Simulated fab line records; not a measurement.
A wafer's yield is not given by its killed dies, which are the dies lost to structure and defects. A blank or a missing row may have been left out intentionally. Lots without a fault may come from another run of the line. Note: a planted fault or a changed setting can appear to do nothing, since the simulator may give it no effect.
Chamber matching ; flow n5 finfet ; N5_FIN_SAQP_HM_DEP_72 on pecvd-01 has 3 sister chambers
The step deposits SiO2 from SiH4/N2O, target thk 12 nm, time 7.2 s. 3 wafers are shown with their chamber, then 9 later ones without.

== EACH WAFER AND ITS CHAMBER ==
wafer;chamber;showerhead plenum p Torr (Torr)
L087.3;0;8.34
L087.4;1;8.11
L087.6;2;7.82

== WAFERS WITHOUT THEIR CHAMBER ==
wafer;showerhead plenum p Torr (Torr)
L088.1;8.09
L088.4;7.82
L088.6;8.33
L092.3;7.84
L092.5;8.35
L092.6;7.81
L093.2;7.81
L093.4;7.82
L093.6;8.34

== EACH ONE'S CHAMBER ==
wafer;from the rows above;in truth
L088.1;1;1
L088.4;2;2
L088.6;0;0
L092.3;2;2
L092.5;0;0
L092.6;2;2
L093.2;2;2
L093.4;2;2
L093.6;0;0
Correctly placed: 9 of 9. From these rows, 0 cannot be placed. Wrongly placed: 0.
How it was worked out, from the rows above alone: a wafer's distance from a chamber is the root of the sum, over the readings, of the square of ((its reading less the chamber's mean) divided by the reading's scatter). The wafer belongs to the nearest chamber; if the next one is less than 2 further off, it can't be placed. The mean given for a chamber averages the wafers shown for that chamber. The scatter: root of mean squared gap, hidden wafer to nearest shown wafer, with one shown wafer a chamber.
